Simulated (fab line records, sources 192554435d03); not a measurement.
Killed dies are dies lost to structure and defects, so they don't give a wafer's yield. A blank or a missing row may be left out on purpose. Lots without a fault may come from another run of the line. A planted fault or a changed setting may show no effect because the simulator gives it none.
Chamber matching | flow n5_finfet | N5_BEOL_M9_PECVD_70 on pecvd-03: 3 sister chambers
The step deposits SiO2 from TEOS/O2, target thk 20 nm, time 22.7 s. 6 wafers are shown with their chamber, then 7 later ones without.

WAFERS WITH THEIR CHAMBER
wafer  | chamber | throttle_valve_pct (%) | showerhead_vpp_V (V)
L075.2 | 1       | 23.8                   | 1466
L076.5 | 1       | 23.9                   | 1414
L079.3 | 2       | 21.0                   | 1255
L079.6 | 0       | 23.6                   | 1240
L081.1 | 0       | 23.7                   | 1204
L081.3 | 2       | 20.7                   | 1284

WAFERS WITHOUT THEIR CHAMBER
wafer  | throttle_valve_pct (%) | showerhead_vpp_V (V)
L081.5 | 21.0                   | 1284
L095.1 | 21.0                   | 1265
L095.3 | 23.8                   | 1231
L095.5 | 21.1                   | 1280
L097.2 | 23.7                   | 1432
L097.4 | 23.7                   | 1230
L097.6 | 21.0                   | 1273

WHICH CHAMBER EACH WENT THROUGH
wafer  | from the rows above | in truth
L081.5 | 2                   | 2
L095.1 | 2                   | 2
L095.3 | 0                   | 0
L095.5 | 2                   | 2
L097.2 | 1                   | 1
L097.4 | 0                   | 0
L097.6 | 2                   | 2
Placed correctly: 7 of 7. Can't be placed from these rows: 0. Placed wrongly: 0.
How it was worked out, from the rows above alone: a wafer's distance from a chamber is the root of the sum, over the readings, of the square of ((its reading less the chamber's mean) divided by the reading's scatter). The wafer belongs to the nearest chamber; if the next one is less than 2 further off, it can't be placed. A chamber's mean is the mean of its shown wafers. The scatter: the root of (the sum of the squares of (reading less its chamber's mean) over the shown wafers, divided by (wafers less chambers)).
